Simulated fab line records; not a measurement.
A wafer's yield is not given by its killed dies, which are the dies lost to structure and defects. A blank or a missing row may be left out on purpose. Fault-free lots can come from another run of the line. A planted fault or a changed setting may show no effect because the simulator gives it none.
What tool caused it? :: flow nandHarc :: Sampling: 6 lots, 18 wafers, 4 of 1302 route steps

== WHAT THE GAUGES SHOWED, per wafer ==
NHARC_A_CHANNEL_FILL_D1_THK_MEAS_06: measures by ellipsometry.
lot: L921
measured: day 11 13:15
on: filmMetro-02
thkNm (nm): 6.8 6.0 3.8

lot: L924
measured: day 12 18:41
on: filmMetro-02
thkNm (nm): 5.4 5.2 3.2

lot: L926
measured: day 13 22:20
on: filmMetro-01
thkNm (nm): 4.5 5.5 6.4

lot: L928
measured: day 14 20:13
on: filmMetro-01
thkNm (nm): 4.8 4.9 5.5

lot: L932
measured: day 16 05:55
on: filmMetro-01
thkNm (nm): 6.2 4.2 4.3

lot: L936
measured: day 18 02:42
on: filmMetro-02
thkNm (nm): 5.7 4.0 4.2

== WHICH TOOL RAN EACH LOT (tool, then ch and the chambers of the sampled wafers, then the start) ==
lot: L921
NHARC_A_CHANNEL_FILL_D1_ALD_02: aldHk-04 ch 0,1, day 9 23:00
NHARC_A_CHANNEL_FILL_D1_ALD_03: aldSinBatch-01 ch 0, day 10 09:06 or earlier
NHARC_A_CHANNEL_FILL_D1_ALD_15: aldSinBatch-01 ch 0, day 10 09:06

lot: L924
NHARC_A_CHANNEL_FILL_D1_ALD_02: aldHk-01 ch 1,2,3, day 11 05:58
NHARC_A_CHANNEL_FILL_D1_ALD_03: aldSinBatch-01 ch 0, day 11 15:58 or earlier
NHARC_A_CHANNEL_FILL_D1_ALD_15: aldSinBatch-01 ch 0, day 11 15:58

lot: L926
NHARC_A_CHANNEL_FILL_D1_ALD_02: aldHk-01 ch 1,2, day 12 09:36
NHARC_A_CHANNEL_FILL_D1_ALD_03: aldSinBatch-01 ch 0, day 12 20:29 or earlier
NHARC_A_CHANNEL_FILL_D1_ALD_15: aldSinBatch-01 ch 0, day 12 20:29

lot: L928
NHARC_A_CHANNEL_FILL_D1_ALD_02: aldHk-03 ch 0,1,3, day 13 04:43
NHARC_A_CHANNEL_FILL_D1_ALD_03: aldSinBatch-02 ch 0, day 13 17:22 or earlier
NHARC_A_CHANNEL_FILL_D1_ALD_15: aldSinBatch-03 ch 0, day 13 17:22

lot: L932
NHARC_A_CHANNEL_FILL_D1_ALD_02: aldHk-04 ch 1,3, day 14 16:59
NHARC_A_CHANNEL_FILL_D1_ALD_03: aldSinBatch-01 ch 0, day 15 03:08 or earlier
NHARC_A_CHANNEL_FILL_D1_ALD_15: aldSinBatch-02 ch 0, day 15 03:08

lot: L936
NHARC_A_CHANNEL_FILL_D1_ALD_02: aldHk-03 ch 0,1,3, day 16 09:16
NHARC_A_CHANNEL_FILL_D1_ALD_03: aldSinBatch-03 ch 0, day 16 19:21 or earlier
NHARC_A_CHANNEL_FILL_D1_ALD_15: aldSinBatch-01 ch 0, day 16 19:21
- NHARC_A_CHANNEL_FILL_D1_ALD_02: deposits SiO2, target thk 6 nm, pulse time 10 s, ald cycles 60.
- NHARC_A_CHANNEL_FILL_D1_ALD_03: deposits SiNx, target thk 6 nm, pulse time 60 s, ald cycles 58.
- NHARC_A_CHANNEL_FILL_D1_ALD_15: deposits SiNx, target thk 2 nm, pulse time 60 s, ald cycles 19.

== THE ANSWER, worked out from the rows above alone ==
Rule: the usual values come from the lots themselves. Put in order of their means at a reading, lots are off if they are a third of the lots or fewer, leave a main group of 4 or more, and stand apart from it by a gap of 3 or more times the standard deviation of the main group's means; of several such gaps the widest counts. A main group whose means are all the same, to the digits that the tables above print for the reading, isn't used. A lot without any number at a reading at which 4 lots or more have one is off too. Any other lot the step has rows for is counted as sound.
Across all readings shown, no lot is off: no conclusion can be drawn from this.

== WHAT THE SIMULATOR PUT IN ==
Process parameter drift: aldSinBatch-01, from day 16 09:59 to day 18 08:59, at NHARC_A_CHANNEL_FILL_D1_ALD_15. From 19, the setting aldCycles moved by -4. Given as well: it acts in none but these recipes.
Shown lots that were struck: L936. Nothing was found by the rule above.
